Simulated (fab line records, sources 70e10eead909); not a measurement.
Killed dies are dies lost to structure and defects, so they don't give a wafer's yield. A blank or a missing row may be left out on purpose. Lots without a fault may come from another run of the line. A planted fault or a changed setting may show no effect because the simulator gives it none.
Chamber matching | flow nand_harc | NHARC_A_ONON_D1_DEP_33 on pecvd-01: 3 sister chambers
The step deposits SiO2, target thk 200 nm. 16 wafers are shown with their chamber, then 8 later ones without.

WAFERS WITH THEIR CHAMBER
wafer  | chamber | throttle_valve_pct (%) | heater_power_w (W)
L074.2 | 0       | 16.2                   | 829
L074.3 | 2       | 15.7                   | 694
L074.5 | 0       | 16.3                   | 619
L077.2 | 2       | 15.5                   | 636
L077.5 | 1       | 16.3                   | 707
L077.6 | 0       | 16.2                   | 794
L079.1 | 1       | 16.2                   | 740
L079.3 | 2       | 15.7                   | 645
L079.6 | 0       | 16.3                   | 788
L080.2 | 1       | 16.9                   | 698
L080.3 | 0       | 16.2                   | 781
L080.5 | 1       | 16.4                   | 695
L090.2 | 1       | 16.2                   | 709
L090.4 | 2       | 15.3                   | 620
L090.5 | 0       | 15.9                   | 796
L094.1 | 1       | 16.1                   | 686

SIGNATURES (means of the wafers above)
reading            | chamber 0 | chamber 1 | chamber 2 | scatter within a chamber
throttle_valve_pct | 16.183    | 16.350    | 15.550    | 0.221
heater_power_w     | 767.83    | 705.83    | 648.75    | 50.2
Rule: a wafer's distance from a chamber is the root of the sum, over the readings, of the square of ((its reading less the chamber's mean) divided by the reading's scatter). The wafer belongs to the nearest chamber; if the next one is less than 2 further off, it can't be placed. The scatter: the root of (the sum of the squares of (reading less its chamber's mean) over the shown wafers, divided by (wafers less chambers)).

WAFERS WITHOUT THEIR CHAMBER
wafer  | throttle_valve_pct (%) | heater_power_w (W)
L094.2 | 16.3                   | 651
L094.3 | 15.6                   | 662
L096.2 | 16.2                   | 740
L096.3 | 15.6                   | 553
L096.6 | 16.0                   | 709
L097.2 | 16.1                   | 695
L097.3 | 16.2                   | 739
L097.5 | 15.2                   | 599

WHICH CHAMBER EACH WENT THROUGH
wafer  | from the rows above          | in truth
L094.2 | can't be placed: 1 or 0      | 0
L094.3 | 2                            | 2
L096.2 | can't be placed: 0 or 1      | 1
L096.3 | 2                            | 2
L096.6 | can't be placed: 0 or 1 or 2 | 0
L097.2 | can't be placed: 1 or 0 or 2 | 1
L097.3 | can't be placed: 0 or 1      | 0
L097.5 | 2                            | 2
Placed correctly: 3 of 8. Can't be placed from these rows: 5 (the true chamber is among the candidates in 5). Placed wrongly: 0.
